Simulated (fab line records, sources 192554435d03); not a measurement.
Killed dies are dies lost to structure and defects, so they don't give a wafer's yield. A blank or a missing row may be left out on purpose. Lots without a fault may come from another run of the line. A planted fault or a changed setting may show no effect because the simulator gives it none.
Chamber matching | flow n5_finfet | N5_BEOL_M1_CMP_52 on cmp-03: 4 sister chambers
The step polishes, stops on SiOC, t overpolish 6.8 s, target thk 40 nm. 8 wafers are shown with their chamber, then 7 later ones without.

WAFERS WITH THEIR CHAMBER
wafer  | chamber | motor_current_A (A) | time_to_endpoint_s (s)
L165.5 | 2       | 5.4                 | 56
L166.1 | 2       | 5.5                 | 61
L166.2 | 3       | 6.3                 | 64
L166.6 | 0       | 5.4                 | 62
L169.1 | 1       | 5.3                 | 68
L169.4 | 0       | 5.6                 | 60
L169.5 | 3       | 6.3                 | 64
L170.1 | 1       | 5.6                 | 65

WAFERS WITHOUT THEIR CHAMBER
wafer  | motor_current_A (A) | time_to_endpoint_s (s)
L170.4 | 6.5                 | 65
L170.6 | 6.1                 | 64
L179.2 | 6.2                 | 60
L179.4 | 5.6                 | 58
L179.5 | 5.5                 | 59
L180.4 | 5.5                 | 62
L180.6 | 5.3                 | 63

WHICH CHAMBER EACH WENT THROUGH
wafer  | from the rows above          | in truth
L170.4 | 3                            | 3
L170.6 | 3                            | 3
L179.2 | 3                            | 3
L179.4 | can't be placed: 2 or 0      | 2
L179.5 | can't be placed: 2 or 0      | 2
L180.4 | can't be placed: 0 or 2 or 1 | 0
L180.6 | can't be placed: 0 or 1 or 2 | 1
Placed correctly: 3 of 7. Can't be placed from these rows: 4 (the true chamber is among the candidates in 4). Placed wrongly: 0.
How it was worked out, from the rows above alone: a wafer's distance from a chamber is the root of the sum, over the readings, of the square of ((its reading less the chamber's mean) divided by the reading's scatter). The wafer belongs to the nearest chamber; if the next one is less than 2 further off, it can't be placed. A chamber's mean is the mean of its shown wafers. The scatter: the root of (the sum of the squares of (reading less its chamber's mean) over the shown wafers, divided by (wafers less chambers)).
